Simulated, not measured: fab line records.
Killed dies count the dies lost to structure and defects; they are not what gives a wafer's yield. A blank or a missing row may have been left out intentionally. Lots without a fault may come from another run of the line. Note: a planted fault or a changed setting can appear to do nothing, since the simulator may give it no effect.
fab line records	flow n5Finfet
record: lots: 13	wafers: 30	lastDay: 16
route steps=1938 shown BEOL_M2@916 BEOL_M4@1111 PASSIVATION@1936
lots untouched by any fault: they come from a run of this same line in which no faults occurred
startH: the number of hours between the record's first day and the start of the first shown wafer of the lot	waitH: hours since the lot's step before	" the same as in the row above	L1.1+2: a single row standing in for several wafers	- value missing, or start not given	* or withheld: withheld	< > ~ a bound
route shown NAME@n: NAME is a module with steps in the file, n the number in the route of the first one	usual: average and standard deviation across the fault-free wafers	same: alike in all rows	chamber/n: place in a boat	sites: per-site readings	_std_site: standard deviation of those values	_edge_site: mean of outer sites minus mean of inner sites	radiusMm: how far each site lies from the wafer's centre	mask NAME#n: copy n	behind: the tool/chamber that last shaped the wafer	hold: why the lot went on hold/how many hours it stayed there/how the hold came to an end	device: the n, p or np transistor that did not switch	end of line: at the end of the route, the tests of the same wafers	step lacking rows: just its recipe	killed: not the wafer's yield, but the dies lost to structure and defects at the first sort	map: dies across one wafer; x = killed, . = not, _ = none there
set.NAME: the setting that was run; set.NAME@STEP: the one run at that earlier step	model.NAME: the simulator's own value behind a step, which no gauge read
route steps across a sampled set of lots; one table per step, one row per wafer
services: from which hour (startH, from the record's first day; less than 0 if before it) a tool's chamber was out of use, for how many hours, and why
== steps ==
step: N5_BEOL_M2_SPUTTER_92
recipe: material: Cu	targetThkA: 45	tempC: -20	chamberPressurePa: 0.07	powerW: withheld	timeS: 8.29
usual: throttleValvePct: 29.9/0.72
lot.wafer	tool	chamber	startH	waitH	throttleValvePct
L151.2	pvdSputter-02	-	145.27	0.1	29.8
L151.6	"	-	"	"	29.9
L152.2	pvdSputter-01	-	154.59	0.1	29.5
L152.4	"	-	"	"	30.1
L153.2	pvdSputter-03	-	156.71	0.1	29.7
L153.3	"	-	"	"	31.1
L155.1	pvdSputter-01	-	164.07	0.1	29.1
L155.2	"	-	"	"	29.9
L155.3	"	-	"	"	29.4
L156.1	pvdSputter-03	-	179.05	0.1	29.0
L156.5	"	-	"	"	31.1
L156.6	"	-	"	"	29.1
L157.1	pvdSputter-02	-	185.44	0.1	29.5
L157.5	"	-	"	"	29.7
L159.1	pvdSputter-03	-	200.50	0.1	29.8
L159.2	"	-	"	"	30.2
L159.5	"	-	"	"	30.1
L160.3	pvdSputter-02	-	203.27	0.1	28.3
L160.6	"	-	"	"	29.9
L161.1	pvdSputter-02	-	206.25	0.1	29.4
L161.2	"	-	"	"	30.9
L161.6	"	-	"	"	28.5
L162.1	pvdSputter-01	-	219.21	0.1	29.5
L162.5	"	-	"	"	30.3
L164.5	pvdSputter-02	-	220.90	0.0	29.6
L164.6	"	-	"	"	30.8
L167.1	pvdSputter-01	-	239.69	0.1	29.6
L167.6	"	-	"	"	29.3
L170.2	pvdSputter-01	-	265.03	0.1	29.7
L170.3	"	-	"	"	30.1
step: N5_BEOL_M2_SPUTTER_94
recipe: material: Cu	targetThkA: 45	tempC: -20	chamberPressurePa: 0.07	powerW: withheld	timeS: 8.29
usual: throttleValvePct: 29.9/0.73
lot.wafer	tool	chamber	startH	waitH	throttleValvePct
L151.2	pvdSputter-02	-	145.49	0.1	29.5
L151.6	"	-	"	"	29.6
L152.2	pvdSputter-01	-	154.81	0.1	29.6
L152.4	"	-	"	"	30.0
L153.2	pvdSputter-03	-	156.93	0.1	30.1
L153.3	"	-	"	"	30.9
L155.1	pvdSputter-01	-	164.29	0.1	29.3
L155.2	"	-	"	"	29.9
L155.3	"	-	"	"	29.8
L156.1	pvdSputter-03	-	179.27	0.1	29.4
L156.5	"	-	"	"	31.0
L156.6	"	-	"	"	29.1
L157.1	pvdSputter-02	-	185.66	0.1	29.7
L157.5	"	-	"	"	29.6
L159.1	pvdSputter-03	-	200.72	0.1	29.9
L159.2	"	-	"	"	30.4
L159.5	"	-	"	"	30.1
L160.3	pvdSputter-02	-	203.49	0.1	28.1
L160.6	"	-	"	"	29.6
L161.1	pvdSputter-02	-	206.47	0.1	29.3
L161.2	"	-	"	"	31.1
L161.6	"	-	"	"	28.3
L162.1	pvdSputter-01	-	219.43	0.1	29.6
L162.5	"	-	"	"	30.4
L164.5	pvdSputter-02	-	221.12	0.0	29.5
L164.6	"	-	"	"	31.1
L167.1	pvdSputter-01	-	239.91	0.1	29.5
L167.6	"	-	"	"	29.3
L170.2	pvdSputter-01	-	265.25	0.1	29.5
L170.3	"	-	"	"	30.3
step: N5_BEOL_M2_ANNEAL_95
recipe: tempC: 400	timeS: 240	ambient: vacuum
usual: heaterPowerW: 822/77
lot.wafer	tool	chamber	startH	waitH	heaterPowerW
L151.2	pvdSputter-02	-	145.57	0.0	857
L151.6	"	-	"	"	681
L152.2	pvdSputter-01	-	154.89	0.0	751
L152.4	"	-	"	"	868
L153.2	pvdSputter-03	-	157.01	0.0	738
L153.3	"	-	"	"	828
L155.1	pvdSputter-01	-	164.37	0.0	862
L155.2	"	-	"	"	884
L155.3	"	-	"	"	768
L156.1	pvdSputter-03	-	179.35	0.0	807
L156.5	"	-	"	"	797
L156.6	"	-	"	"	853
L157.1	pvdSputter-02	-	185.74	0.0	700
L157.5	"	-	"	"	679
L159.1	pvdSputter-03	-	200.80	0.0	730
L159.2	"	-	"	"	803
L159.5	"	-	"	"	776
L160.3	pvdSputter-02	-	203.57	0.0	994
L160.6	"	-	"	"	685
L161.1	pvdSputter-02	-	206.55	0.0	696
L161.2	"	-	"	"	799
L161.6	"	-	"	"	956
L162.1	pvdSputter-01	-	219.51	0.0	753
L162.5	"	-	"	"	921
L164.5	pvdSputter-02	-	221.23	0.1	683
L164.6	"	-	"	"	799
L167.1	pvdSputter-01	-	239.99	0.0	746
L167.6	"	-	"	"	891
L170.2	pvdSputter-01	-	265.33	0.0	758
L170.3	"	-	"	"	870
step: N5_BEOL_M2_ECD_50
recipe: material: Cu	targetThkA: 3000
lot.wafer	tool	chamber	startH	waitH
L151.2+6	ecdCu-02	1	145.82	0.1
L152.2+4	ecdCu-02	0	155.15	0.1
L153.2+3	ecdCu-01	0	157.27	0.1
L155.1+2+3	ecdCu-02	0,1,0	164.63	0.1
L156.1+5+6	ecdCu-02	0,1,0	179.61	0.1
L157.1+5	ecdCu-02	0,1	186.00	0.1
L159.1+2+5	ecdCu-02	1,0,0	201.06	0.1
L160.3+6	ecdCu-02	0,1	203.84	0.1
L161.1+2+6	ecdCu-01	0,1,1	206.80	0.1
L162.1+5	ecdCu-01	0	219.77	0.1
L164.5+6	ecdCu-01	1,0	221.45	0.1
L167.1+6	ecdCu-01	0,1	240.24	0.1
L170.2+3	ecdCu-01	0,1	265.59	0.1
step: N5_BEOL_M2_CMP_52
recipe: stopOn: SiOC	tOverpolishS: 6.8	downForcePsi: 1	platenRpm: 50	clearingPlatenDownForcePsi: 1.5	clearingPlatenRpm: 50	postCmpClean: cuAlkaline	targetThkNm: 40	clearingPlatenPadVelocityMS: 0.99484	padVelocityMS: 0.99484
usual: motorCurrentA: 6.4/0.68	retainingRingPressureFrac: 1.000/0.0048	slurryFilterDpKPa: 13.50/0.12	timeToEndpointS: 61/4.4
lot.wafer	tool	chamber	startH	waitH	motorCurrentA	retainingRingPressureFrac	slurryFilterDpKPa	timeToEndpointS
L151.2	cmp-02	0	146.31	0.3	6.8	1.002	13.67	67
L151.6	"	0	"	"	6.5	1.002	13.67	67
L152.4	cmp-02	2	155.61	0.2	6.7	1.000	13.68	53
L152.2	"	3	"	"	5.7	0.993	13.58	54
L153.3	cmp-01	1	157.72	0.2	6.0	0.995	13.39	61
L153.2	"	2	"	"	5.4	0.997	13.41	60
L155.1	cmp-01	1	165.00	0.3	6.2	1.010	13.82	66
L155.2	"	3	"	"	5.6	0.988	13.57	69
L155.3	"	0	"	"	7.4	0.993	13.57	59
L156.1	cmp-03	3	180.10	0.4	7.4	1.001	13.38	67
L156.5	"	0	"	"	6.0	1.001	13.36	59
L156.6	"	1	"	"	6.7	1.001	13.57	60
L157.1	cmp-03	0	186.50	0.4	6.2	0.996	13.42	57
L157.5	"	2	"	"	6.6	1.005	13.68	60
L159.1	cmp-03	2	202.04	0.3	7.1	1.010	13.68	59
L159.2	"	3	"	"	7.0	1.008	13.33	68
L159.5	"	1	"	"	7.0	0.990	13.40	64
L160.3	cmp-03	3	204.24	0.2	7.1	1.002	13.45	64
L160.6	"	2	"	"	6.9	1.004	13.38	57
L161.2	cmp-01	3	207.22	0.2	5.9	0.998	13.19	67
L161.1	"	1	"	"	5.9	1.012	13.40	68
L161.6	"	2	"	"	5.2	1.007	13.31	63
L162.1	cmp-03	3	220.26	0.4	7.2	0.998	13.49	69
L162.5	"	0	"	"	6.3	1.007	13.56	59
L164.6	cmp-03	1	221.94	0.2	7.2	1.002	13.53	65
L164.5	"	2	"	"	7.1	0.991	13.50	55
L167.1	cmp-01	2	240.70	0.3	5.2	1.003	13.46	57
L167.6	"	1	"	"	6.1	1.007	13.48	88
L170.2	cmp-02	2	266.01	0.2	6.7	0.996	13.58	88
L170.3	"	0	"	"	6.9	0.994	13.31	60
step: N5_BEOL_M4_RC_MEAS_101
usual: DIBL_N: 37.5/2	DIBL_P: 37.5/2.5	IOFF_N: 0.18/0.042	IOFF_P: 0.24/0.046	ION_N: 677/15	ION_P: 464/9.5	SS_N: 72.0/0.76	SS_P: 73.6/0.79	VT_N: 249/3.5	VT_P: -249/3.2
lot.wafer	tool	chamber	startH	waitH	DIBL_N[mV/V]	DIBL_P[mV/V]	IOFF_N[nA/um]	IOFF_P[nA/um]	ION_N[uA/um]	ION_P[uA/um]	SS_N[mV/dec]	SS_P[mV/dec]	VT_N[mV]	VT_P[mV]
L151.2	prober-02	0	170.18	0.2	37.0	38.6	0.17	0.23	691	466	72.8	74.1	247	-251
L151.6	"	0	"	"	38.1	39.7	0.18	0.26	667	458	72.8	74.7	251	-249
L152.2	prober-01	0	173.71	0.2	34.7	34.3	0.14	0.18	698	476	71.2	72.8	254	-251
L152.4	"	0	"	"	38.8	37.2	0.21	0.21	670	459	73.5	73.6	247	-253
L153.2	prober-01	0	181.31	0.2	36.9	37.5	0.16	0.20	657	451	72.8	73.8	251	-256
L153.3	"	0	"	"	37.5	39.2	0.18	0.23	670	455	72.1	74.4	249	-250
L155.1	prober-01	0	195.03	0.0	34.2	34.4	0.15	0.18	682	471	72.3	73.2	253	-254
L155.2	"	0	"	"	36.0	37.9	0.18	0.24	670	457	72.0	73.3	247	-249
L155.3	"	0	"	"	36.8	38.0	0.20	0.23	687	464	72.0	74.3	247	-251
L156.1	prober-02	0	202.69	0.0	37.3	36.9	0.17	0.24	678	469	71.4	74.0	249	-249
L156.5	"	0	"	"	39.1	38.0	0.20	0.26	684	472	72.7	74.2	248	-247
L156.6	"	0	"	"	34.8	35.0	0.13	0.23	650	454	71.0	74.0	250	-248
L157.1	prober-02	0	204.86	0.0	36.8	37.1	0.14	0.24	645	448	70.6	73.9	254	-251
L157.5	"	0	"	"	38.7	38.1	0.19	0.25	679	464	71.8	73.3	247	-249
L159.1	prober-02	0	221.05	0.0	38.8	39.8	0.21	0.29	691	475	71.1	74.3	243	-242
L159.2	"	0	"	"	38.0	37.3	0.18	0.24	677	465	71.7	73.2	252	-247
L159.5	"	0	"	"	39.1	39.7	0.19	0.28	667	468	71.3	74.1	247	-245
L160.3	prober-01	0	225.20	0.3	33.9	33.9	0.13	0.18	653	454	71.4	73.0	253	-251
L160.6	"	0	"	"	38.4	39.7	0.24	0.28	680	467	72.7	75.1	249	-246
L161.1	prober-01	0	228.21	0.0	37.1	40.3	0.19	0.27	658	446	71.9	74.3	250	-252
L161.2	"	0	"	"	37.0	38.0	0.19	0.20	665	449	73.0	72.5	248	-252
L161.6	"	0	"	"	36.0	37.7	0.15	0.20	654	446	72.2	72.6	254	-255
L162.1	prober-01	0	244.47	0.0	37.6	36.7	0.15	0.21	672	463	70.9	73.2	251	-249
L162.5	"	0	"	"	36.7	34.8	0.16	0.19	681	464	71.4	73.0	250	-248
L164.5	prober-02	0	245.34	0.6	39.6	38.8	0.26	0.28	677	460	73.7	73.7	247	-246
L164.6	"	0	"	"	34.4	33.9	0.14	0.20	685	464	71.8	72.4	250	-251
L167.1	prober-01	0	266.78	0.0	37.0	37.8	0.19	0.24	702	482	72.2	73.1	250	-248
L167.6	"	0	"	"	37.5	38.3	0.19	0.25	671	465	72.0	74.7	248	-247
L170.2	prober-01	0	290.64	0.2	34.4	32.8	0.13	0.20	667	465	71.4	72.4	251	-249
L170.3	"	0	"	"	42.0	42.2	0.33	0.38	704	485	73.0	74.2	238	-242
step: N5_PASSIVATION_PROBE_49
usual: defectLimitedYield: 91.8/1.5	killed_at_M0_to_M3: 33/11	killed_at_M4_up: 13/5	killedAtContacts: 11/5.6	killedAtFrontEnd: 36/12	killedAtOther: 3.4/2.5	killedDies: 97/18	killedOpen: 64/13	killedShort: 31/6.9	sort_bin_4_leakage: 0.01/0.048	sort_bin_5_function: 4.8/1	sort_bin_6_memory: 3.1/0.64	sort_bin_8_speed: 0.00/0.014	sortNPass: 1083/18	sortYieldPct: 91.8/1.5
same: grossDies: 1180	killedAtBackSide: 0
lot.wafer	tool	chamber	startH	waitH	defectLimitedYield[%]	killed_at_M0_to_M3	killed_at_M4_up	killedAtContacts	killedAtFrontEnd	killedAtOther	killedDies	killedOpen	killedShort	sort_bin_4_leakage[%]	sort_bin_5_function[%]	sort_bin_6_memory[%]	sort_bin_8_speed[%]	sortNPass	sortYieldPct[%]
L162.1	prober-01	-	349.03	0.0	92.5	27	7	13	38	3	88	55	32	0	4.3	2.9	0	1092	92.5
L162.5	prober-01	-	349.23	0.2	93.1	23	17	14	27	1	82	53	25	0	3.6	2.9	0	1098	93.1
killed by level:class
L162.1 FIN_SAQP:geometricParticle:short=12 MOL_CONTACT_COAG:geometricParticle:open=11 BEOL_M1:geometricParticle:open=7 FIN_SAQP:geometricParticle:open=6 STI_FIN_REVEAL:geometricParticle:open=6 BEOL_M2:geometricParticle:open=6 DUMMY_GATE:geometricParticle:open=4 BEOL_M0_SAQP:geometricParticle:open=4
L162.5 MOL_CONTACT_COAG:geometricParticle:open=11 BEOL_M2:geometricParticle:open=8 DUMMY_GATE:geometricParticle:open=6 BEOL_M0_SAQP:geometricParticle:short=5 BEOL_M4:geometricParticle:open=5 FIN_SAQP:geometricParticle:open=4 BEOL_M8:geometricParticle:open=4 FIN_SAQP:geometricParticle:short=3
== services ==
tool	chamber	startH	hours	kind
pvdSputter-02	-	121.61	1.8	repair
cmp-03	-	136.48	0.7	repair
cmp-01	-	144.82	1.6	repair
ecdCu-01	-	148.85	4.1	pm
cmp-03	-	167.76	4.0	pm
cmp-01	-	171.34	4.0	pm
cmp-03	-	171.76	-	consumableReplace:conditioner
cmp-03	-	171.76	-	consumableReplace:pad
cmp-01	-	175.34	-	consumableReplace:conditioner
cmp-01	-	175.34	-	consumableReplace:pad
cmp-02	-	202.83	2.3	repair
cmp-01	-	211.66	0.2	repair
cmp-02	-	239.17	1.1	repair
pvdSputter-01	-	252.79	1.5	repair
cmp-01	-	260.34	2.1	repair
cmp-02	-	261.89	2.7	repair
== key ==
firstSign: step: N5_BEOL_M2_CMP_52	reading: timeToEndpointS	direction: up	sigmas: 6.1	usual: *	struck: *
effect none on later readings
metAt N5_BEOL_M2_ECD_50
struckLots L167,L170
struckWafers L167.6,L170.2
notActingAt N5_BEOL_M2_SPUTTER_92,N5_BEOL_M2_SPUTTER_94,N5_BEOL_M2_ANNEAL_95
onsetBetween 221.45 240.24
fault: kind: processParameterDrift	tool: ecdCu-01	chamber: -	onsetH: 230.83	steps: N5_BEOL_M2_ECD_50	channel: targetThkA	offset: *	shape: step	endH: 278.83	scope: struckWafersOnly	actsIn: *	stated: *
